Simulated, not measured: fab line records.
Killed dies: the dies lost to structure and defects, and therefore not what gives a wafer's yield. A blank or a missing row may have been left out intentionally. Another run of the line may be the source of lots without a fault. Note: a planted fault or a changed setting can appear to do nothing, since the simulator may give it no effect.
Matching of chambers -- flow nand-harc -- rie-diel-09 running NHARC_A_CHANNEL_FILL_D1_ETCHBACK_20: 4 sister chambers
The step etches the open film in C4F8/O2/Ar, target depth 27 nm, time 13.5 s. 8 wafers are shown with their chamber, then 9 later ones without.

## WAFERS, EACH WITH ITS CHAMBER
wafer,chamber,rf-vpp-V (V),oes-product-au (a.u.)
L074.5,0,977,0.91
L074.6,3,975,0.93
L082.6,3,976,0.91
L081.2,0,978,0.98
L081.5,2,989,0.99
L085.2,2,988,1.01
L085.3,1,980,0.99
L085.6,1,980,0.98

## WAFERS WITHOUT THEIR CHAMBER
wafer,rf-vpp-V (V),oes-product-au (a.u.)
L088.1,975,0.97
L088.4,978,0.95
L088.5,976,0.96
L093.1,976,1.00
L093.5,977,0.98
L093.6,975,1.00
L092.1,975,1.01
L092.2,979,0.99
L092.4,979,0.99

## THE CHAMBER EACH PASSED THROUGH
wafer,from the rows above,in truth
L088.1,3,3
L088.4,0,0
L088.5,can't be placed: 3 or 0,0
L093.1,can't be placed: 3 or 0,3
L093.5,can't be placed: 0 or 3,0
L093.6,can't be placed: 3 or 0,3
L092.1,can't be placed: 3 or 0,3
L092.2,can't be placed: 1 or 0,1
L092.4,can't be placed: 1 or 0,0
Placed correctly: 2 of 9. Not placeable from these rows: 7 (in 7, the candidates include the true chamber). Wrongly placed: 0.
How it was worked out, from the rows above alone: a wafer's distance from a chamber is the root of the sum, over the readings, of the square of ((its reading less the chamber's mean) divided by the reading's scatter). The wafer belongs to the nearest chamber; if the next one is less than 2 further off, it can't be placed. Each chamber's mean is taken over the wafers shown for it. The scatter: take each reading less its chamber's mean, square it, sum over the shown wafers, divide by the number of wafers less the number of chambers, and take the root.
